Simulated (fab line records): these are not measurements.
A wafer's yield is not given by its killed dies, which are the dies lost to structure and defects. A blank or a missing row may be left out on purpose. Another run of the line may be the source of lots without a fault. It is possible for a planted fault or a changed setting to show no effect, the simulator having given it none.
Split-lot experiment + flow n5Finfet + on a route of 1938 steps: 7 lots, 21 wafers read

## THE SPLIT
At N5_BEOL_M14_SPUTTER_43 (material TaN, target thk 15 nm, time 24.19 s), the setting timeS was moved away from the recipe's 24.19 s on 7 of the 21 wafers read, by -14.1% to +11.9%. This setting was run at the recipe's value on the other wafers.

Reading taken at the split's own step.

## THE READING
TaN_of_BEOL_M14_SPUTTER_43.thkNm (the simulator's own value, which no gauge read), in nm, at N5_BEOL_M14_SPUTTER_43 (material TaN, target thk 15 nm, time 24.19 s). The file does not state a usual value for it. Average 14.9 nm, standard deviation 0.14 nm, over the 14 wafers here run with the recipe.

| wafer  | tool, chamber at the split | timeS as run, s | against the recipe | TaN_of_BEOL_M14_SPUTTER_43.thkNm, nm | against lot-mates on the recipe |
|--------|----------------------------|-----------------|--------------------|--------------------------------------|---------------------------------|
| L076.1 | pvdSputter-02, -           | 24.19           | recipe             | 14.8                                 | -                               |
| L076.5 | pvdSputter-02, -           | 24.19           | recipe             | 14.8                                 | -                               |
| L076.3 | pvdSputter-02, -           | 26.96           | +11.5%             | 16.4                                 | +1.6                            |
| L081.3 | pvdSputter-02, -           | 20.79           | -14.1%             | 12.8                                 | -2.2                            |
| L081.4 | pvdSputter-02, -           | 20.79           | -14.1%             | 12.8                                 | -2.2                            |
| L081.6 | pvdSputter-02, -           | 24.19           | recipe             | 15                                   | -                               |
| L080.1 | pvdSputter-03, -           | 26.81           | +10.8%             | 16.6                                 | +1.6                            |
| L080.6 | pvdSputter-03, -           | 26.81           | +10.8%             | 16.6                                 | +1.6                            |
| L080.3 | pvdSputter-03, -           | 24.19           | recipe             | 15                                   | -                               |
| L083.2 | pvdSputter-02, -           | 24.19           | recipe             | 15                                   | -                               |
| L083.4 | pvdSputter-02, -           | 24.19           | recipe             | 15                                   | -                               |
| L083.5 | pvdSputter-02, -           | 24.19           | recipe             | 14.8                                 | -                               |
| L095.1 | pvdSputter-03, -           | 24.19           | recipe             | 14.8                                 | -                               |
| L095.4 | pvdSputter-03, -           | 24.19           | recipe             | 14.8                                 | -                               |
| L095.3 | pvdSputter-03, -           | 24.19           | recipe             | 15.2                                 | -                               |
| L096.2 | pvdSputter-01, -           | 24.19           | recipe             | 15.2                                 | -                               |
| L096.4 | pvdSputter-01, -           | 24.19           | recipe             | 15                                   | -                               |
| L096.6 | pvdSputter-01, -           | 27.07           | +11.9%             | 17                                   | +1.9                            |
| L097.1 | pvdSputter-01, -           | 22.16           | -8.4%              | 13.8                                 | -1.1                            |
| L097.3 | pvdSputter-01, -           | 24.19           | recipe             | 14.8                                 | -                               |
| L097.6 | pvdSputter-01, -           | 24.19           | recipe             | 15                                   | -                               |

FIT RESULTS
A straight line over all 21 wafers: TaN_of_BEOL_M14_SPUTTER_43.thkNm changes by +0.151 nm for each +1% of timeS; r = +0.99; the points scatter about the line by 0.15 nm.
The same after taking each lot's own level away (the mean of its wafers on the recipe; 21 wafers): +0.151 nm for each +1%; r = +0.99; scatter 0.11 nm.
According to that fit, moving timeS by its largest amount changes the reading by 2.1 nm.
Measured against the standard deviation above, the lots' own levels, which go from 14.80 to 15.10 nm, span 2.1 times it.
Consequently the slope shifts little with the lot-to-lot level, the two slopes agreeing.
Check: with one of the wafers moved furthest among these (-14.1%) left out of the fit, the line predicts -2.1 nm for it against its lot-mates. It came out at -2.2 nm against them.

## OTHER SPLITS ON THESE WAFERS
Note: prior to the reading, these wafers also went through further splits. Each is held against what the fit with the lots' levels taken away leaves over:
| other split on the same wafers   | wafers away from the commonest value | r with TaN_of_BEOL_M14_SPUTTER_43.thkNm (lot level and that fit taken away) |
|----------------------------------|--------------------------------------|-----------------------------------------------------------------------------|
| N5_BEOL_M8_PECVD_70 timeS        | 5                                    | +0.03                                                                       |
| N5_BEOL_M9_ILD_DEP_00 timeS      | 8                                    | -0.05                                                                       |
| N5_BEOL_M9_ETCH_62 timeS         | 10                                   | +0.17                                                                       |
| N5_BEOL_M10_EXPOSE_25 doseMj     | 8                                    | -0.01                                                                       |
| N5_BEOL_M10_VIA_ETCH_34 timeS    | 6                                    | -0.16                                                                       |
| N5_BEOL_M11_DEP_56 timeS         | 3                                    | -0.37                                                                       |
| N5_BEOL_M12_COAT_04 spinRpm      | 4                                    | +0.18                                                                       |
| N5_BEOL_M13_COAT_65 spinRpm      | 7                                    | -0.23                                                                       |
| N5_BEOL_M14_TRENCH_ETCH_34 biasW | 5                                    | -0.07                                                                       |

## FILE'S OWN FIT
TaN_of_BEOL_M14_SPUTTER_43.thkNm changes by +0.15 nm for each +1% of timeS, r = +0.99.
